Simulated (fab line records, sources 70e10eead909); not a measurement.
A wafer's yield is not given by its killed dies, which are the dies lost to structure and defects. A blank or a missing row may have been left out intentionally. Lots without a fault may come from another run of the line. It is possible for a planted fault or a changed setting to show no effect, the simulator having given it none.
Chamber matching + flow nand harc + NHARC_A_STAIRCASE_TRIM_20 on rie diel-01 has 4 sister chambers
The step chemistry O2, time 211.2 s. 4 wafers are shown with their chamber, then 8 later ones without.

WAFERS, EACH WITH ITS CHAMBER
| wafer  | chamber | drypump motor current A (A) |
|--------|---------|-----------------------------|
| L080.1 | 0       | 5.5                         |
| L088.3 | 3       | 5.9                         |
| L088.4 | 2       | 5.5                         |
| L090.1 | 1       | 6.2                         |

WAFERS WITHOUT THEIR CHAMBER
| wafer  | drypump motor current A (A) |
|--------|-----------------------------|
| L090.3 | 5.5                         |
| L090.5 | 6.1                         |
| L092.1 | 5.4                         |
| L092.2 | 6.1                         |
| L092.4 | 5.5                         |
| L094.1 | 5.5                         |
| L094.4 | 5.9                         |
| L094.6 | 5.9                         |

CHAMBER TAKEN BY EACH
| wafer  | from the rows above     | in truth |
|--------|-------------------------|----------|
| L090.3 | can't be placed: 0 or 2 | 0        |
| L090.5 | can't be placed: 1 or 3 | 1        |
| L092.1 | can't be placed: 0 or 2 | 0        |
| L092.2 | can't be placed: 1 or 3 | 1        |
| L092.4 | can't be placed: 0 or 2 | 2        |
| L094.1 | can't be placed: 0 or 2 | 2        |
| L094.4 | 3                       | 3        |
| L094.6 | 3                       | 3        |
Correct placement for 2 of the 8. Cannot be placed on the basis of these rows: 6; the candidates contain the true chamber in 6. Wrongly placed: 0.
How it was worked out, from the rows above alone: a wafer's distance from a chamber is the root of the sum, over the readings, of the square of ((its reading less the chamber's mean) divided by the reading's scatter). If the next closest chamber is less than 2 further off than the closest, the wafer can't be placed; otherwise it belongs to the closest. Each chamber's mean is taken over the wafers shown for it. The scatter (one wafer shown for each chamber): square how far every hidden wafer sits from the nearest shown wafer, average those squares and take the square root.
